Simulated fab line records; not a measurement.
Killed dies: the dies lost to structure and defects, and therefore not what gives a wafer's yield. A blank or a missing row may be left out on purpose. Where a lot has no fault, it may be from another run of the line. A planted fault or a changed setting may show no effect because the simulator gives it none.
fab line records | flow n5-finfet
record: lots: 7 wafers: 39
route steps=1938 shown FIN_SAQP@116 DUMMY_GATE@243 SD_EPI_P@300 HKMG_FIN@412 MOL_CONTACT_COAG@537 BEOL_M4@1111
start-h: hours from the record's first day to the start of the lot's first wafer shown | wait-h: time in hours since the lot's previous step | " identical to the entry in the row above | L1.1+2: a single row standing in for several wafers | - value missing, or start not given | * or withheld: withheld | < > ~ a bound
route shown NAME@n: names a module that has steps shown in the file, with the first one's number in the route | usual: mean/standard deviation taken from wafers without a fault | same: alike in all rows | chamber/n: place in a boat | sites: per-site readings | _std_site: the values' standard deviation | _edge_site: inner sites' mean taken away from outer sites' mean | radius-mm: how far each site lies from the wafer's centre | mask NAME#n: copy n | behind: the tool/chamber that last shaped the wafer | hold: reason for holding the lot/hours on hold/outcome of the hold | device: transistor that didn't switch, given as n, p or np | end of line: at the end of the route, the tests of the same wafers | a step without rows: its recipe alone | killed: the dies lost at the first sort to structure and to defects; this is not the yield of the wafer | map: a wafer's dies, marking killed ones x, the rest . and places with no die _
set.NAME: the setting as run; set.NAME@STEP: as run at that earlier step | model.NAME: the simulator's own value behind a step, which no gauge read
lots with deliberately changed settings; one table per step, one row per wafer
== steps ==
step: N5_FIN_SAQP_ETCH_52
recipe: chemistry: N2/H2 target: SOC target-depth-a: 1000 overetch-a: 200 mask-material: SiARC temp-c: 40 time-s: 150 ion-energy-ev: 200 pressure-mtorr: 30 source-w: 840 bias-w: 150 n2-flow-sccm: 200 h2-flow-sccm: 200 ends: end-point
step: N5_DUMMY_GATE_ETCH_31
recipe: chemistry: C4F6/O2 target: SiO2 mask-material: SOC target-depth-a: 825 time-s: 27.5 ion-energy-ev: 250 pressure-mtorr: 30 source-w: 345 bias-w: 185 Ar_flow_sccm: 300 C4F6_flow_sccm: 10 O2_flow_sccm: 10
step: N5_DUMMY_GATE_ETCH_32
recipe: chemistry: CF4 target: SiO2 target-depth-a: 35 time-s: 3.9 ion-energy-ev: 350 pressure-mtorr: 10 icp-w: 800 bias-w: 400 cf4-flow-sccm: 80
step: N5_DUMMY_GATE_ETCH_44
recipe: chemistry: HBr/O2 over-etch-frac: 0.7 target-depth-a: 1275 stop-on: SiO2 ion-energy-ev: 60 bias-w: 20 target: poly-Si mask-material: SiO2 pressure-mtorr: 20 icp-w: 400 HBr_flow_sccm: 120 O2_flow_sccm: 10
step: N5_SD_EPI_P_EXPOSE_06
recipe: mask-id: SD_P_BLK na: 1.35 source-shape: conventional sigma-outer: 0.8 polarization: unpolarized target-cd-nm: 240 dose-mj: 39.5
step: N5_SD_EPI_P_EPI_21
recipe: material: SiGe:B dopant: B temp-c: 550 pressure-torr: 20 ambient: H2 time-s: 355
step: N5_HKMG_FIN_ALD_79
recipe: material: TiN target-thk-a: 15 temp-c: 400 ald-precursor-family: TiCl4 ald-co-reactant: NH3 pulse-time-s: 1 purge-time-s: 3 co-reactant-purge-time-s: 2 co-reactant-pulse-time-s: 2 ald-cycles: 68 pressure-torr: 3
step: N5_HKMG_FIN_ALD_36
recipe: material: TiN target-thk-a: 10 temp-c: 400 ald-precursor-family: TiCl4 ald-co-reactant: NH3 pulse-time-s: 1 purge-time-s: 3 co-reactant-purge-time-s: 2 co-reactant-pulse-time-s: 2 ald-cycles: 47 pressure-torr: 3
step: N5_MOL_CONTACT_COAG_ETCH_15
recipe: chemistry: CH3F/O2 target: SiNx target-depth-a: 70 mask-material: SOC stop-on: Si:P over-etch-frac: 0.75 ion-energy-ev: 120 pressure-mtorr: 30 source-w: 395 bias-w: 73 Ar_flow_sccm: 150 CH3F_flow_sccm: 30 O2_flow_sccm: 20
step: N5_BEOL_M4_RC_MEAS_101
usual: RS_SD_P: 65.9/1
columns lot.wafer tool chamber start-h wait-h set.source-w@FIN_SAQP_ETCH_52 set.target-depth-a@DUMMY_GATE_ETCH_31 set.time-s@DUMMY_GATE_ETCH_32 set.target-depth-a@DUMMY_GATE_ETCH_44 set.dose-mj@SD_EPI_P_EXPOSE_06 set.temp-c@SD_EPI_P_EPI_21 set.co-reactant-pulse-time-s@HKMG_FIN_ALD_79 set.temp-c@HKMG_FIN_ALD_36 set.source-w@MOL_CONTACT_COAG_ETCH_15 RS_SD_P[ohm/sq]
L076.1 prober-01 0 170.74 0.0 840 825 3.9 1197 39.5 550 1.527 414.9 372 66.2
L076.2 " 0 " " 935.1 736 3.9 1197 41.43 550 2 400 372 66.9
L076.3 " 0 " " 840 825 3.9 1275 41.43 550 2 414.9 395 67.5
L076.4 " 0 " " 935.1 736 4.188 1197 39.5 550 2 400 395 67.6
L076.5 " 0 " " 840 736 4.188 1275 39.5 550 1.527 400 395 66.6
L076.6 " 0 " " 935.1 825 4.188 1275 41.43 550 1.527 414.9 372 67.0
L075.1 prober-02 0 190.33 0.0 840 786.1 3.9 1413 39.5 550 2 400 395 64.8
L075.2 " 0 " " 840 786.1 3.9 1275 42.51 550 2 382.8 352 65.5
L075.3 " 0 " " 840 825 4.289 1275 39.5 550 2 400 395 65.3
L075.4 " 0 " " 840 786.1 4.289 1413 39.5 548.8 2 382.8 352 67.1
L075.5 " 0 " " 840 825 3.9 1413 42.51 548.8 2 400 352 66.8
L075.6 " 0 " " 840 825 4.289 1275 42.51 548.8 2 382.8 395 67.3
L078.1 prober-01 0 191.73 0.1 687 825 3.9 1275 42.33 550 2 391.9 395 65.5
L078.2 " 0 " " 840 825 4.294 1436 42.33 547.6 1.535 400 395 68.1
L078.3 " 0 " " 840 860.4 4.294 1436 39.5 547.6 2 400 445.2 67.5
L078.4 " 0 " " 687 860.4 3.9 1436 39.5 550 1.535 391.9 395 64.6
L078.5 " 0 " " 840 825 3.9 1275 39.5 547.6 2 391.9 445.2 69.0
L078.6 " 0 " " 687 860.4 4.294 1275 42.33 550 1.535 400 445.2 64.8
L085.1 prober-01 0 221.10 0.0 840 825 3.9 1275 41.99 550 2 400 438.5 65.2
L085.2 " 0 " " 840 825 3.9 1229 41.99 552.3 2 411.2 438.5 62.8
L085.3 " 0 " " 733.6 825 3.9 1275 39.5 552.3 2 411.2 438.5 62.3
L085.4 " 0 " " 733.6 825 3.9 1275 39.5 552.3 2 400 395 62.6
L085.5 " 0 " " 840 825 3.9 1229 39.5 550 2 411.2 395 65.8
L085.6 " 0 " " 733.6 825 3.9 1229 41.99 550 2 400 395 66.6
L084.1 prober-02 0 240.56 0.0 899.8 930.2 3.9 1409 38.17 550 2 400 461.4 64.3
L084.2 " 0 " " 899.8 930.2 3.9 1275 39.5 550 2 400 395 64.8
L084.3 " 0 " " 840 825 3.9 1409 38.17 550 1.841 400 395 64.6
L084.4 " 0 " " 840 930.2 3.9 1409 39.5 553.5 1.841 400 461.4 59.4
L084.5 " 0 " " 840 825 3.9 1275 38.17 553.5 2 400 461.4 58.9
L084.6 " 0 " " 899.8 825 3.9 1275 39.5 553.5 1.841 400 395 58.8
L089.1 prober-02 0 263.64 0.7 840 738.1 3.9 1115 39.5 550 2 400 353 65.9
L089.2 " 0 " " 840 738.1 3.9 1115 42.31 548.8 1.598 384.6 395 68.3
L089.3 " 0 " " 840 825 3.368 1275 42.31 550 1.598 400 395 66.2
L089.4 " 0 " " 840 825 3.368 1115 39.5 550 2 384.6 395 66.4
L089.5 " 0 " " 840 738.1 3.368 1275 42.31 548.8 2 384.6 353 69.1
L089.6 " 0 " " 840 825 3.9 1275 39.5 548.8 1.598 400 353 68.1
L096.2 prober-01 0 324.19 0.2 840 825 3.9 1275 39.5 550 2 400 395 65.3
L096.4 " 0 " " 840 825 3.9 1275 39.5 550 2 400 395 65.6
L096.6 " 0 " " 840 825 3.9 1275 39.5 550 2 400 395 65.7
== key ==
split: step: N5_FIN_SAQP_ETCH_52 setting: source-w stated-as: 840
response none clear
split: step: N5_DUMMY_GATE_ETCH_31 setting: target-depth-a stated-as: 825
response none clear
split: step: N5_DUMMY_GATE_ETCH_32 setting: time-s stated-as: 3.9
response none clear
split: step: N5_DUMMY_GATE_ETCH_44 setting: target-depth-a stated-as: 1275
response none clear
split: step: N5_SD_EPI_P_EXPOSE_06 setting: dose-mj stated-as: 39.5
response none clear
split: step: N5_SD_EPI_P_EPI_21 setting: temp-c stated-as: 550
response: step: N5_BEOL_M4_RC_MEAS_101 reading: RS_SD_P slope: -8.38 per: 1% together-with: all explained: 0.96
split: step: N5_HKMG_FIN_ALD_79 setting: co-reactant-pulse-time-s stated-as: 2
response none clear
split: step: N5_HKMG_FIN_ALD_36 setting: temp-c stated-as: 400
response none clear
split: step: N5_MOL_CONTACT_COAG_ETCH_15 setting: source-w stated-as: 395
response none clear
